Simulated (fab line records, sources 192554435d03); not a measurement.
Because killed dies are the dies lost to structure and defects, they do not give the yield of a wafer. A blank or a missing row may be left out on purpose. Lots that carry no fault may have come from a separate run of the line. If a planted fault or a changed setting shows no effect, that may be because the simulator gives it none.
What tool caused it?	flow n5_finfet	24 lots, 72 wafers sampled, at 6 steps of a route of 1938

## WHAT EACH GAUGE READ, for each wafer
N5_BEOL_M14_RS_MEAS_54: the measuring method here is four-point-probe. Usual: M14_RS typically reads 0.0334 ohm/sq, with standard deviation 0.00075.
lot	measured	on	M14_RS (ohm/sq)	flag
L074	day 11 11:59	film_metro-02	0.0341 0.0335 0.0340	
L075	day 11 13:31	film_metro-01	0.0334 0.0331 0.0336	
L076	day 11 14:52	film_metro-02	0.0333 0.0333 0.0334	
L077	day 12 03:38	film_metro-02	0.0328 0.0337 0.0327	
L078	day 12 05:20	film_metro-02	0.0329 0.0333 0.0329	
L079	day 12 06:25	film_metro-02	0.0328 0.0330 0.0330	
L080	day 12 11:43	film_metro-02	0.0340 0.0349 0.0347	
L081	day 12 17:44	film_metro-02	0.0343 0.0316 0.0341	
L082	day 13 05:25	film_metro-02	0.0336 0.0328 0.0326	
L083	day 13 06:15	film_metro-01	0.0329 0.0337 0.0336	
L084	day 13 14:37	film_metro-02	0.0326 0.0332 0.0325	
L085	day 13 18:01	film_metro-02	0.0328 0.0331 0.0325	
L086	day 14 00:36	film_metro-01	0.0335 0.0341 0.0338	
L088	day 14 07:34	film_metro-02	0.0329 0.0333 0.0330	
L089	day 14 14:04	film_metro-01	0.0341 0.0340 0.0321	
L090	day 14 15:42	film_metro-01	0.0319 0.0342 0.0340	
L087	day 14 18:26	film_metro-02	0.0332 0.0328 0.0325	
L091	day 14 22:26	film_metro-01	0.0345 0.0346 0.0347	
L092	day 16 16:50	film_metro-01	0.0336 0.0337 0.0331	
L093	day 16 23:16	film_metro-01	0.0335 0.0339 0.0331	
L094	day 16 23:20	film_metro-01	0.0341 0.0319 0.0345	
L097	day 16 23:55	film_metro-01	0.0317 0.0338 0.0337	
L095	day 17 02:58	film_metro-01	0.0331 0.0328 0.0329	
L096	day 18 05:28	film_metro-01	0.0336 0.0343 0.0316	

N5_MIM_BOT_LITHO_OVL_MEAS_11. Usual: MIM_BOT_OVL typically reads -2 nm, with standard deviation 5.4.
lot	measured	on	MIM_BOT_OVL (nm)	flag
L074	day 11 22:43	overlay-01	-2 4 -3	
L075	day 11 23:47	overlay-02	-10 -8 0	
L076	day 12 03:36	overlay-02	-11 -2 -1	
L077	day 12 17:37	overlay-02	-3 -2 -4	
L078	day 12 18:05	overlay-01	-7 -2 2	
L079	day 12 18:17	overlay-02	-4 8 3	
L080	day 12 20:41	overlay-01	0 -7 -2	
L081	day 13 05:24	overlay-02	-2 -9 -4	
L082	day 13 16:39	overlay-02	-7 -2 -3	
L083	day 13 16:41	overlay-02	4 0 12	
L084	day 14 01:11	overlay-01	-6 -8 -9	
L085	day 14 04:08	overlay-02	-8 -3 -5	
L086	day 14 13:34	overlay-02	-1 -3 0	
L088	day 14 16:40	overlay-01	6 0 0	
L089	day 15 01:20	overlay-01	-3 -5 -6	
L090	day 15 06:50	overlay-02	-11 -7 -17	
L087	day 15 07:52	overlay-02	1 -9 -7	
L091	day 15 08:25	overlay-01	-11 4 2	
L092	day 17 03:25	overlay-02	-1 -1 -3	
L093	day 17 13:01	overlay-02	4 6 8	
L094	day 17 13:10	overlay-02	3 -2 3	
L097	day 17 17:32	overlay-02	-4 -14 -13	
L095	day 17 19:38	overlay-02	-5 -5 8	
L096	day 18 17:28	overlay-01	5 2 5	

## EACH LOT AND THE TOOL THAT RAN IT (in order: tool; ch and the chambers of the sampled wafers; start)
lot	N5_BEOL_M14_PRE_CLEAN_42	N5_BEOL_M14_DEP_53	N5_BEOL_M15_ETCH_59	N5_MIM_TOP_ETCH_STRIP_01
L074	pvd_sputter-01, day 11 10:46	pecvd-01 ch 0,1,2, day 11 11:56	rie_diel-02 ch 0,1,3, day 11 12:44	rie_diel-02 ch 0,3, day 11 22:16
L075	pvd_sputter-03, day 11 12:17	pecvd-04 ch 0,2, day 11 13:26	rie_diel-04 ch 2,3, day 11 14:51	rie_diel-04 ch 0,3, day 11 23:20
L076	pvd_sputter-02, day 11 13:21	pecvd-01 ch 0,2, day 11 14:47	rie_diel-04 ch 2,3, day 11 16:12	rie_diel-06 ch 1,2,3, day 12 03:08
L077	pvd_sputter-03, day 12 02:25	pecvd-04 ch 0,1,2, day 12 03:34	rie_diel-02 ch 0,1,3, day 12 04:23	rie_diel-04 ch 1,2,3, day 12 17:02
L078	pvd_sputter-02, day 12 04:06	pecvd-03 ch 0,1,2, day 12 05:16	rie_diel-02 ch 0,1, day 12 06:13	rie_diel-04 ch 1,2, day 12 17:38
L079	pvd_sputter-02, day 12 04:59	pecvd-03 ch 0,1, day 12 06:20	rie_diel-02 ch 0,1,2, day 12 07:16	rie_diel-06 ch 0,3, day 12 17:43
L080	pvd_sputter-01, day 12 09:30	pecvd-04 ch 0,2, day 12 11:39	rie_diel-04 ch 0,3, day 12 12:35	rie_diel-06 ch 0,2,3, day 12 20:07
L081	pvd_sputter-03, day 12 16:20	pecvd-03 ch 0,1,2, day 12 17:40	rie_diel-02 ch 0,1, day 12 18:28	rie_diel-04 ch 0,3, day 13 04:56
L082	pvd_sputter-01, day 13 04:11	pecvd-03 ch 0,1,2, day 13 05:21	rie_diel-04 ch 0,1,3, day 13 06:17	rie_diel-06 ch 0,2,3, day 13 16:04
L083	pvd_sputter-03, day 13 05:02	pecvd-01 ch 0,1,2, day 13 06:11	rie_diel-02 ch 0,1,3, day 13 07:07	rie_diel-02 ch 0,1,3, day 13 16:07
L084	pvd_sputter-02, day 13 13:23	pecvd-04 ch 0,2, day 13 14:33	rie_diel-02 ch 0,3, day 13 15:33	rie_diel-02 ch 0,1,2, day 14 00:37
L085	pvd_sputter-01, day 13 16:47	pecvd-04 ch 1,2, day 13 17:56	rie_diel-04 ch 2,3, day 13 18:45	rie_diel-04 ch 2,3, day 14 03:41
L086	pvd_sputter-01, day 13 23:22	pecvd-04 ch 0,2, day 14 00:32	rie_diel-02 ch 0,1, day 14 01:26	rie_diel-06 ch 1,2,3, day 14 12:58
L088	pvd_sputter-02, day 14 06:19	pecvd-01 ch 0,2, day 14 07:29	rie_diel-06 ch 1,2,3, day 14 08:34	rie_diel-02 ch 1,2,3, day 14 16:05
L089	pvd_sputter-01, day 14 12:04	pecvd-03 ch 0,1, day 14 14:00	rie_diel-02 ch 1,2,3, day 14 15:03	rie_diel-06 ch 0,1,2, day 15 00:53
L090	pvd_sputter-02, day 14 14:25	pecvd-01 ch 0,2, day 14 15:37	rie_diel-04 ch 1,2, day 14 16:53	rie_diel-06 ch 0,1,3, day 15 06:22
L087	pvd_sputter-02, day 14 17:11	pecvd-04 ch 0,1,2, day 14 18:22	rie_diel-06 ch 0,1,2, day 14 19:18	rie_diel-06 ch 0,3, day 15 07:25
L091	pvd_sputter-03, day 14 21:10	pecvd-03 ch 1,2, day 14 22:22	rie_diel-04 ch 1,2, day 14 23:34	rie_diel-04 ch 0,1,2, day 15 07:58
L092	pvd_sputter-02, day 16 15:36	pecvd-03 ch 0,1,2, day 16 16:47	rie_diel-06 ch 0,1,2, day 16 17:48	rie_diel-04 ch 0,1,3, day 17 02:51
L093	pvd_sputter-03, day 16 21:43	pecvd-04 ch 0,1,2, day 16 23:12	rie_diel-02 ch 1,2,3, day 17 00:00	rie_diel-04 ch 0,1,3, day 17 12:26
L094	pvd_sputter-02, day 16 22:04	pecvd-03 ch 0,2, day 16 23:17	rie_diel-02 ch 0,2,3, day 17 00:25	rie_diel-02 ch 1,2,3, day 17 12:34
L097	pvd_sputter-02, day 16 22:41	pecvd-03 ch 0,2, day 16 23:52	rie_diel-04 ch 0,3, day 17 01:36	rie_diel-02 ch 0,1,3, day 17 17:05
L095	pvd_sputter-03, day 17 01:41	pecvd-04 ch 0,1,2, day 17 02:54	rie_diel-02 ch 2,3, day 17 03:43	rie_diel-04 ch 0,1,3, day 17 19:02
L096	pvd_sputter-02, day 18 03:56	pecvd-03 ch 0,1,2, day 18 05:25	rie_diel-06 ch 0,2,3, day 18 06:13	rie_diel-06 ch 0,1,2, day 18 17:01
- N5_BEOL_M14_PRE_CLEAN_42: time 30 s.
- N5_BEOL_M14_DEP_53: deposits SiCN from 3MS/NH3, target thk 50 nm, time 17.8 s.
- N5_BEOL_M15_ETCH_59: etches BARC in N2/H2, target depth 89 nm, overetch 26.7 nm, time 67.9 s.
- N5_MIM_TOP_ETCH_STRIP_01: strips in O2.

## WHAT THE TOOLS THEMSELVES READ (means of the sampled wafers that have a number; where no wafer has one, the mark that the record gives instead)
N5_BEOL_M14_PRE_CLEAN_42. Usual: heater_power_w reads 477 W (standard deviation 40).
lot	tool	heater_power_w (W)	flag
L074	pvd_sputter-01	510	
L075	pvd_sputter-03	480	
L076	pvd_sputter-02	459	
L077	pvd_sputter-03	442	
L078	pvd_sputter-02	475	
L079	pvd_sputter-02	451	
L080	pvd_sputter-01	495	
L081	pvd_sputter-03	468	
L082	pvd_sputter-01	514	
L083	pvd_sputter-03	450	
L084	pvd_sputter-02	460	
L085	pvd_sputter-01	506	
L086	pvd_sputter-01	522	
L088	pvd_sputter-02	448	
L089	pvd_sputter-01	522	
L090	pvd_sputter-02	474	
L087	pvd_sputter-02	472	
L091	pvd_sputter-03	500	
L092	pvd_sputter-02	500	
L093	pvd_sputter-03	474	
L094	pvd_sputter-02	471	
L097	pvd_sputter-02	468	
L095	pvd_sputter-03	509	
L096	pvd_sputter-02	482	

N5_BEOL_M14_DEP_53. Usual: showerhead_plenum_p_Torr 4.157 Torr, standard deviation 0.022; throttle_valve_pct 17.9 %, standard deviation 1.1.
lot	tool	showerhead_plenum_p_Torr (Torr)	throttle_valve_pct (%)	flag
L074	pecvd-01	4.168	17.9	
L075	pecvd-04	4.166	16.8	
L076	pecvd-01	4.161	17.5	
L077	pecvd-04	4.152	17.0	
L078	pecvd-03	4.152	18.6	
L079	pecvd-03	4.166	19.6	
L080	pecvd-04	4.161	17.0	
L081	pecvd-03	4.162	18.7	
L082	pecvd-03	4.157	18.5	
L083	pecvd-01	4.167	18.2	
L084	pecvd-04	4.175	17.1	
L085	pecvd-04	4.146	17.3	
L086	pecvd-04	4.166	17.0	
L088	pecvd-01	4.141	17.6	
L089	pecvd-03	4.168	18.8	
L090	pecvd-01	4.154	17.6	
L087	pecvd-04	4.168	17.3	
L091	pecvd-03	4.163	19.1	
L092	pecvd-03	4.160	18.6	
L093	pecvd-04	4.157	17.3	
L094	pecvd-03	4.155	17.9	
L097	pecvd-03	4.146	17.6	
L095	pecvd-04	4.150	17.2	
L096	pecvd-03	4.154	18.7	

N5_BEOL_M15_ETCH_59. Usual: drypump_motor_current_A 5.6 A, standard deviation 0.35; n2_flow_sccm 200.0 sccm, standard deviation 0.63; oes_product_au 0.68 a.u., standard deviation 0.066; rf_vpp_V 523.9 V, standard deviation 1.9; showerhead_plenum_p_Torr 2.56 Torr, standard deviation 0.062; throttle_valve_pct 17.93 %, standard deviation 0.26.
lot	tool	drypump_motor_current_A (A)	n2_flow_sccm (sccm)	oes_product_au (a.u.)	rf_vpp_V (V)	showerhead_plenum_p_Torr (Torr)	throttle_valve_pct (%)	flag
L074	rie_diel-02	5.6	199.6	0.72	524.7	2.59	18.01	
L075	rie_diel-04	5.9	200.4	0.62	526.5	2.63	17.86	
L076	rie_diel-04	5.9	200.5	0.62	525.9	2.63	17.86	
L077	rie_diel-02	5.6	199.7	0.72	525.3	2.59	18.02	
L078	rie_diel-02	5.7	199.8	0.74	524.2	2.59	18.16	
L079	rie_diel-02	5.7	199.8	0.69	523.5	2.57	18.12	
L080	rie_diel-04	5.5	200.1	0.61	525.7	2.59	17.95	
L081	rie_diel-02	5.7	200.9	0.74	524.7	2.59	18.16	
L082	rie_diel-04	5.7	199.6	0.63	523.5	2.53	17.87	
L083	rie_diel-02	5.6	199.8	0.71	524.3	2.59	18.03	
L084	rie_diel-02	5.4	200.0	0.71	525.1	2.59	17.99	
L085	rie_diel-04	5.6	200.3	0.61	525.7	2.63	17.99	
L086	rie_diel-02	5.7	200.8	0.72	525.0	2.59	18.19	
L088	rie_diel-06	5.6	199.6	0.65	521.7	2.47	18.09	
L089	rie_diel-02	5.6	199.8	0.66	524.2	2.56	18.01	
L090	rie_diel-04	6.0	199.1	0.63	524.6	2.56	17.82	
L087	rie_diel-06	5.5	199.3	0.70	523.2	2.53	17.79	
L091	rie_diel-04	5.9	200.2	0.64	523.2	2.50	17.83	
L092	rie_diel-06	5.5	199.7	0.69	523.5	2.53	17.82	
L093	rie_diel-02	5.6	200.1	0.73	524.1	2.55	17.87	
L094	rie_diel-02	5.4	200.0	0.73	523.7	2.56	17.81	
L097	rie_diel-04	5.7	200.1	0.75	524.2	2.53	17.63	
L095	rie_diel-02	5.3	200.2	0.70	523.6	2.55	17.68	
L096	rie_diel-06	5.5	200.7	0.67	522.2	2.49	17.91	

N5_MIM_TOP_ETCH_STRIP_01. Usual: drypump_motor_current_A 5.6 A, standard deviation 0.34; oes_product_au 0.78 a.u., standard deviation 0.084; rf_vpp_V 3.6 V, standard deviation 1.4; showerhead_plenum_p_Torr 2.09 Torr, standard deviation 0.053; throttle_valve_pct 16.70 %, standard deviation 0.28.
lot	tool	drypump_motor_current_A (A)	oes_product_au (a.u.)	rf_vpp_V (V)	showerhead_plenum_p_Torr (Torr)	throttle_valve_pct (%)	flag
L074	rie_diel-02	5.2	0.82	3.5	2.12	16.52	
L075	rie_diel-04	5.6	0.72	2.5	2.12	16.58	
L076	rie_diel-06	5.6	0.77	3.7	2.05	16.92	
L077	rie_diel-04	5.7	0.74	4.2	2.12	16.63	
L078	rie_diel-04	6.0	0.74	3.7	2.12	16.61	
L079	rie_diel-06	5.2	0.90	4.0	2.10	16.47	
L080	rie_diel-06	5.5	0.84	3.6	2.07	16.68	
L081	rie_diel-04	5.7	0.70	3.2	2.08	16.61	
L082	rie_diel-06	5.5	0.84	5.2	2.06	16.68	
L083	rie_diel-02	5.6	0.84	2.4	2.13	16.76	
L084	rie_diel-02	5.7	0.79	3.2	2.11	16.87	
L085	rie_diel-04	5.9	0.71	3.2	2.16	16.61	
L086	rie_diel-06	5.6	0.76	3.3	2.05	16.92	
L088	rie_diel-02	5.6	0.76	3.6	2.10	16.73	
L089	rie_diel-06	5.5	0.82	5.6	2.09	16.63	
L090	rie_diel-06	5.3	0.80	5.4	2.07	16.78	
L087	rie_diel-06	5.4	0.78	4.9	2.04	16.87	
L091	rie_diel-04	5.9	0.83	3.7	2.08	16.50	
L092	rie_diel-04	5.7	0.80	2.7	2.07	16.49	
L093	rie_diel-04	5.7	0.81	3.1	2.06	16.51	
L094	rie_diel-02	5.6	0.85	3.5	2.09	16.58	
L097	rie_diel-02	5.6	0.80	3.9	2.12	16.81	
L095	rie_diel-04	5.7	0.79	5.4	2.06	16.53	
L096	rie_diel-06	5.5	0.80	3.1	2.08	16.69	

## THE ANSWER, worked out from the rows above alone
Rule: take the mean of a lot's wafers that have a number; if it is more than 3 standard deviations from the usual mean, the lot is off. Also off: a lot with no number at a reading for which 4 or more lots have one. Any other lot the step has rows for is counted as sound. The gauges are gone through in route order, then the tools' own readings, and for those a lot's mean is taken as printed above. The first step at which some lot is off is used, and at that step the reading that is off furthest; a lot without a number counts as furthest.
Across all readings shown, no lot is off: no conclusion can be drawn from this.

## WHAT HAD BEEN PUT IN BY THE SIMULATOR
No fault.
